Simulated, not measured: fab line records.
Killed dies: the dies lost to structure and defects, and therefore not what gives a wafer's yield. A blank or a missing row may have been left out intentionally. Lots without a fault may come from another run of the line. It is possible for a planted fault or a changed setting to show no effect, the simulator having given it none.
Chamber matching | flow n5-finfet | N5_HKMG_FIN_ALD_91 on ald-metal-04: 4 sister chambers
The step deposits TiN, target thk 1 nm, pulse time 1 s, purge time 3 s. 18 wafers are shown with their chamber, then 9 later ones without.

EACH WAFER AND ITS CHAMBER
wafer  | chamber | heater-power-w (W) | precursor-pulse-height-rel | chamber-pressure-Torr (Torr)
L077.3 | 3       | 792                | 1.016                      | 3.001
L077.4 | 0       | 977                | 1.024                      | 2.998
L077.6 | 2       | 885                | 0.986                      | 3.004
L079.2 | 1       | 957                | 1.014                      | 3.006
L079.4 | 0       | 988                | 1.016                      | 3.006
L079.6 | 1       | 984                | 1.014                      | 2.998
L081.1 | 0       | 967                | 1.007                      | 2.995
L081.2 | 3       | 788                | 1.001                      | 3.004
L081.5 | 0       | 958                | 1.018                      | 3.011
L084.3 | 3       | 802                | 0.961                      | 2.994
L084.4 | 1       | 968                | 0.989                      | 2.995
L084.5 | 1       | 961                | 0.994                      | 2.994
L087.1 | 2       | 882                | 1.000                      | 2.989
L087.4 | 3       | 784                | 0.971                      | 3.007
L087.5 | 2       | 892                | 1.013                      | 2.994
L088.2 | 2       | 913                | 1.014                      | 2.995
L088.4 | 0       | 975                | 0.992                      | 3.001
L088.6 | 0       | 979                | 1.031                      | 3.004

SIGNATURES (averages over the wafers above)
reading                    | chamber 0 | chamber 1 | chamber 2 | chamber 3 | scatter within a chamber
heater-power-w             | 974.00    | 967.50    | 893.00    | 791.50    | 11.1
precursor-pulse-height-rel | 1.01467   | 1.00275   | 1.00325   | 0.98725   | 0.0168
chamber-pressure-Torr      | 3.00250   | 2.99825   | 2.99550   | 3.00150   | 0.00576
Rule: distance of a wafer from a chamber = root of the sum over the readings of ((wafer's reading minus chamber's mean) / reading's scatter) squared. If the next closest chamber is less than 2 further off than the closest, the wafer can't be placed; otherwise it belongs to the closest. The scatter is the square root of a quotient: the sum, over the shown wafers, of each reading's squared deviation from its chamber's mean, divided by wafers minus chambers.

WAFERS WITH NO CHAMBER GIVEN
wafer  | heater-power-w (W) | precursor-pulse-height-rel | chamber-pressure-Torr (Torr)
L093.2 | 982                | 0.986                      | 2.999
L093.4 | 899                | 1.003                      | 3.003
L093.5 | 772                | 0.986                      | 3.010
L096.1 | 893                | 1.027                      | 3.010
L096.2 | 971                | 0.980                      | 3.000
L096.3 | 961                | 1.030                      | 2.990
L097.1 | 806                | 0.985                      | 3.000
L097.2 | 968                | 0.976                      | 2.996
L097.6 | 981                | 1.024                      | 2.988

WHICH CHAMBER EACH WENT THROUGH
wafer  | from the rows above     | in truth
L093.2 | can't be placed: 1 or 0 | 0
L093.4 | 2                       | 2
L093.5 | 3                       | 3
L096.1 | 2                       | 2
L096.2 | can't be placed: 1 or 0 | 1
L096.3 | can't be placed: 1 or 0 | 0
L097.1 | 3                       | 3
L097.2 | can't be placed: 1 or 0 | 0
L097.6 | can't be placed: 1 or 0 | 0
4 of 9 placed correctly. Not placeable from these rows: 5 (in 5, the candidates include the true chamber). 0 placed wrongly.
